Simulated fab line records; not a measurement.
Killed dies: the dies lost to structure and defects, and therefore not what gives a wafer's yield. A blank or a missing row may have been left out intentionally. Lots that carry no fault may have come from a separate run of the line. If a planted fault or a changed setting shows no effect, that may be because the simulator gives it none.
What tool caused it? :: flow nand harc :: 13 lots, 39 wafers sampled, at 5 steps of a route of 1302

WHAT EACH GAUGE READ, for each wafer
NHARC_A_ONON_D1_THK_MEAS_02: measures by ellipsometry. Usual: thk nm reads 1003 nm (standard deviation 7.9).
lot: L530
measured: day 8 17:49
on: film metro-02
thk nm (nm): 1011 1012 1011
flag: 

lot: L531
measured: day 8 17:50
on: film metro-02
thk nm (nm): 1008 1009 1008
flag: 

lot: L532
measured: day 9 04:26
on: film metro-02
thk nm (nm): 997 996 996
flag: 

lot: L536
measured: day 11 00:50
on: film metro-01
thk nm (nm): 1004 1003 1003
flag: 

lot: L541
measured: day 13 04:28
on: film metro-01
thk nm (nm): 1002 1000 1001
flag: 

lot: L543
measured: day 14 02:20
on: film metro-01
thk nm (nm): 998 1000 999
flag: 

lot: L542
measured: day 14 02:20
on: film metro-02
thk nm (nm): 1001 1002 1002
flag: 

lot: L545
measured: day 14 13:25
on: film metro-01
thk nm (nm): 991 992 990
flag: 

lot: L544
measured: day 14 13:34
on: film metro-01
thk nm (nm): 995 994 995
flag: 

lot: L546
measured: day 15 06:11
on: film metro-01
thk nm (nm): 998 998 1000
flag: 

lot: L547
measured: day 15 15:58
on: film metro-01
thk nm (nm): 985 984 985
flag: 

lot: L548
measured: day 16 04:20
on: film metro-01
thk nm (nm): 1002 1003 1005
flag: 

lot: L550
measured: day 16 16:37
on: film metro-01
thk nm (nm): 1005 1005 1004
flag: 

NHARC_A_ONON_D1_THK_MEAS_08: measures by ellipsometry. Usual: thk nm reads 999 nm (standard deviation 11).
lot: L530
measured: day 8 18:58
on: film metro-02
thk nm (nm): 1002 1004 1003
flag: 

lot: L531
measured: day 8 18:58
on: film metro-01
thk nm (nm): 1001 1000 1002
flag: 

lot: L532
measured: day 9 05:35
on: film metro-02
thk nm (nm): 993 995 996
flag: 

lot: L536
measured: day 11 01:58
on: film metro-02
thk nm (nm): 1003 1004 1004
flag: 

lot: L541
measured: day 13 05:35
on: film metro-02
thk nm (nm): 998 997 997
flag: 

lot: L543
measured: day 14 03:28
on: film metro-01
thk nm (nm): 1005 1002 1003
flag: 

lot: L542
measured: day 14 03:28
on: film metro-02
thk nm (nm): 980 982 980
flag: 

lot: L545
measured: day 14 14:37
on: film metro-01
thk nm (nm): 976 977 977
flag: 

lot: L544
measured: day 14 14:42
on: film metro-02
thk nm (nm): 985 985 984
flag: 

lot: L546
measured: day 15 07:19
on: film metro-01
thk nm (nm): 1000 1000 1002
flag: 

lot: L547
measured: day 15 17:06
on: film metro-02
thk nm (nm): 994 994 995
flag: 

lot: L548
measured: day 16 05:28
on: film metro-01
thk nm (nm): 1028 1028 1028
flag: 

lot: L550
measured: day 16 17:44
on: film metro-01
thk nm (nm): 991 993 992
flag: 

NHARC_A_ONON_D1_THK_MEAS_14: measures by ellipsometry. Usual: thk nm reads 999 nm (standard deviation 11).
lot: L530
measured: day 8 20:05
on: film metro-01
thk nm (nm): 993 992 994
flag: 

lot: L531
measured: day 8 20:06
on: film metro-01
thk nm (nm): 1009 1008 1008
flag: 

lot: L532
measured: day 9 06:43
on: film metro-02
thk nm (nm): 995 998 1000
flag: 

lot: L536
measured: day 11 03:07
on: film metro-02
thk nm (nm): 1710 1710 1710
flag: OFF

lot: L541
measured: day 13 06:43
on: film metro-02
thk nm (nm): 1021 1021 1021
flag: 

lot: L543
measured: day 14 04:53
on: film metro-02
thk nm (nm): 998 999 1001
flag: 

lot: L542
measured: day 14 04:58
on: film metro-01
thk nm (nm): 999 998 998
flag: 

lot: L545
measured: day 14 15:44
on: film metro-02
thk nm (nm): 986 986 986
flag: 

lot: L544
measured: day 14 15:53
on: film metro-01
thk nm (nm): 1013 1011 1010
flag: 

lot: L546
measured: day 15 08:26
on: film metro-01
thk nm (nm): 1008 1011 1009
flag: 

lot: L547
measured: day 15 18:14
on: film metro-02
thk nm (nm): 995 994 996
flag: 

lot: L548
measured: day 16 06:35
on: film metro-02
thk nm (nm): 1000 1000 999
flag: 

lot: L550
measured: day 16 18:52
on: film metro-01
thk nm (nm): 1007 1006 1008
flag: 

NHARC_END_SORT_01. Usual: killed at array 57, standard deviation 18; killed at other 0.9, standard deviation 1.3; killed at periphery 3.5, standard deviation 2.2; killed dies 62, standard deviation 18; killed open 3.0, standard deviation 1.7; killed short 2.3, standard deviation 1.5.
lot: L530
measured: day 25 15:13
on: prober-02
killed at array: 74 71 61
killed at other: 0 1 1
killed at periphery: 3 3 2
killed dies: 77 75 64
killed open: 5 1 3
killed short: 5 3 2
flag: 

lot: L531
measured: day 26 01:46
on: prober-02
killed at array: 62 50 50
killed at other: 3 2 1
killed at periphery: 0 3 3
killed dies: 65 55 54
killed open: 2 2 3
killed short: 2 2 1
flag: 

lot: L532
measured: day 25 17:36
on: prober-01
killed at array: 72 80 78
killed at other: 0 1 0
killed at periphery: 3 5 3
killed dies: 75 86 81
killed open: 2 5 2
killed short: 1 1 3
flag: 

lot: L536
measured: day 28 07:41
on: prober-02
killed at array: 674 673 675
killed at other: 0 2 0
killed at periphery: 3 2 2
killed dies: 677 677 677
killed open: 4 3 8
killed short: 4 3 1
flag: OFF

lot: L541
measured: day 29 20:34
on: prober-01
killed at array: 42 48 40
killed at other: 1 1 0
killed at periphery: 4 5 3
killed dies: 47 54 43
killed open: 3 5 3
killed short: 1 2 1
flag: 

lot: L543
measured: day 30 11:17
on: prober-02
killed at array: 64 82 55
killed at other: 1 0 2
killed at periphery: 6 3 7
killed dies: 71 85 64
killed open: 5 5 4
killed short: 4 3 3
flag: 

lot: L542
measured: day 30 19:10
on: prober-02
killed at array: 44 42 44
killed at other: 0 1 2
killed at periphery: 3 3 2
killed dies: 47 46 48
killed open: 1 0 5
killed short: 1 2 2
flag: 

lot: L545
measured: day 30 10:23
on: prober-01
killed at array: 78 67 63
killed at other: 0 0 0
killed at periphery: 1 2 2
killed dies: 79 69 65
killed open: 2 3 2
killed short: 2 0 6
flag: 

lot: L544
measured: day 30 18:09
on: prober-01
killed at array: 46 50 59
killed at other: 1 0 1
killed at periphery: 4 6 6
killed dies: 51 56 66
killed open: 3 6 4
killed short: 0 1 5
flag: 

lot: L546
measured: day 31 13:04
on: prober-01
killed at array: 55 49 46
killed at other: 0 0 0
killed at periphery: 5 5 11
killed dies: 60 54 57
killed open: 1 4 2
killed short: 1 0 1
flag: 

lot: L547
measured: day 31 20:43
on: prober-02
killed at array: 62 62 69
killed at other: 1 2 1
killed at periphery: 1 1 3
killed dies: 64 65 73
killed open: 4 3 0
killed short: 2 4 1
flag: 

lot: L548
measured: day 32 21:43
on: prober-02
killed at array: 46 41 46
killed at other: 0 0 0
killed at periphery: 6 2 5
killed dies: 52 43 51
killed open: 1 1 2
killed short: 3 3 1
flag: 

lot: L550
measured: day 33 03:58
on: prober-01
killed at array: 29 43 42
killed at other: 1 3 4
killed at periphery: 1 2 2
killed dies: 31 48 48
killed open: 2 4 2
killed short: 4 3 5
flag: 

WHAT TOOL EACH LOT RAN ON (gives the tool, then ch and the chambers of the sampled wafers, and finally the start)
lot: L530
NHARC_A_ONON_D1_DEP_12: pecvd onon-04 ch 0, day 8 19:35

lot: L531
NHARC_A_ONON_D1_DEP_12: pecvd onon-03 ch 0, day 8 19:35

lot: L532
NHARC_A_ONON_D1_DEP_12: pecvd onon-04 ch 0, day 9 06:22

lot: L536
NHARC_A_ONON_D1_DEP_12: pecvd onon-04 ch 0, day 11 02:39

lot: L541
NHARC_A_ONON_D1_DEP_12: pecvd onon-03 ch 0, day 13 06:13

lot: L543
NHARC_A_ONON_D1_DEP_12: pecvd onon-01 ch 0, day 14 04:26

lot: L542
NHARC_A_ONON_D1_DEP_12: pecvd onon-03 ch 0, day 14 04:28

lot: L545
NHARC_A_ONON_D1_DEP_12: pecvd onon-04 ch 0, day 14 15:14

lot: L544
NHARC_A_ONON_D1_DEP_12: pecvd onon-03 ch 0, day 14 15:22

lot: L546
NHARC_A_ONON_D1_DEP_12: pecvd onon-03 ch 0, day 15 07:55

lot: L547
NHARC_A_ONON_D1_DEP_12: pecvd onon-04 ch 0, day 15 17:43

lot: L548
NHARC_A_ONON_D1_DEP_12: pecvd onon-04 ch 0, day 16 06:08

lot: L550
NHARC_A_ONON_D1_DEP_12: pecvd onon-01 ch 0, day 16 18:22
- NHARC_A_ONON_D1_DEP_12: target thk 1000 nm.

AS READ BY THE TOOLS THEMSELVES (means over the sampled wafers that have a number; for cases with no such wafer, the mark the record gives instead)
The record holds no such reading with a usual standard deviation.

THE ANSWER, worked out from the rows above alone
Rule: take the mean of a lot's wafers that have a number; if it is more than 3 standard deviations from the usual mean, the lot is off. A lot without any number at a reading at which 4 lots or more have one is off too. The other lots that the step has rows for count as sound. First the gauges in route order, then the tools' own readings, where a lot's mean is used as printed above. The first step at which some lot is off is used, and at that step the reading that is off furthest; a lot without a number counts as furthest.
Off: L536, at NHARC_A_ONON_D1_THK_MEAS_14 (thk nm).
A tool fits if, at a process step before that reading, it ran every lot that is off, and no sound lot after the first of them. Not tried: the gauges at NHARC_A_ONON_D1_THK_MEAS_14; whatever is off there is also off at NHARC_END_SORT_01, on other tools, and gauge error can't account for it. Of those tried, none fits.

WHAT WAS PUT IN BY THE SIMULATOR
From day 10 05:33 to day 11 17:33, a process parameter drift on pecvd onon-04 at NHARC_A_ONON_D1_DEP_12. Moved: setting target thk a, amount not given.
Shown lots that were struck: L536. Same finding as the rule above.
